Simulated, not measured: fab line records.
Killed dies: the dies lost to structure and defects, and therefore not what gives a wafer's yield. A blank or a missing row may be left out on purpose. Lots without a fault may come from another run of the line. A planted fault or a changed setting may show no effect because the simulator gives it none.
Chamber matching | flow n5-finfet | N5_FIN_CUT_STRIP_22 on rie-diel-01 has 4 sister chambers
The step strips in N2/H2. 8 wafers are shown with their chamber, then 7 later ones without.

WAFERS WITH THEIR CHAMBER
wafer  | chamber | showerhead-plenum-p-Torr (Torr) | throttle-valve-pct (%)
L075.1 | 1       | 3.48                            | 19.34
L077.2 | 2       | 3.17                            | 18.71
L077.3 | 1       | 3.48                            | 19.27
L088.3 | 0       | 3.44                            | 19.10
L088.5 | 0       | 3.44                            | 19.07
L088.6 | 3       | 3.41                            | 18.68
L090.1 | 2       | 3.16                            | 18.78
L090.3 | 3       | 3.41                            | 18.62

WAFERS WHOSE CHAMBER IS MISSING
wafer  | showerhead-plenum-p-Torr (Torr) | throttle-valve-pct (%)
L090.6 | 3.47                            | 19.37
L093.1 | 3.47                            | 19.40
L093.3 | 3.44                            | 19.08
L093.5 | 3.40                            | 18.68
L096.3 | 3.44                            | 19.06
L096.4 | 3.46                            | 19.39
L096.5 | 3.44                            | 19.05

WHICH CHAMBER EACH ONE RAN IN
wafer  | from the rows above | in truth
L090.6 | 1                   | 1
L093.1 | 1                   | 1
L093.3 | 0                   | 0
L093.5 | 3                   | 3
L096.3 | 0                   | 0
L096.4 | 1                   | 1
L096.5 | 0                   | 0
Correctly placed: 7 of 7. Left unplaced by these rows: 0. Wrongly placed: 0.
How it was worked out, from the rows above alone: a wafer's distance from a chamber is the root of the sum, over the readings, of the square of ((its reading less the chamber's mean) divided by the reading's scatter). The wafer belongs to the nearest chamber; if the next one is less than 2 further off, it can't be placed. For every chamber, the mean is computed from those of its wafers that are shown. The scatter is the square root of a quotient: the sum, over the shown wafers, of each reading's squared deviation from its chamber's mean, divided by wafers minus chambers.
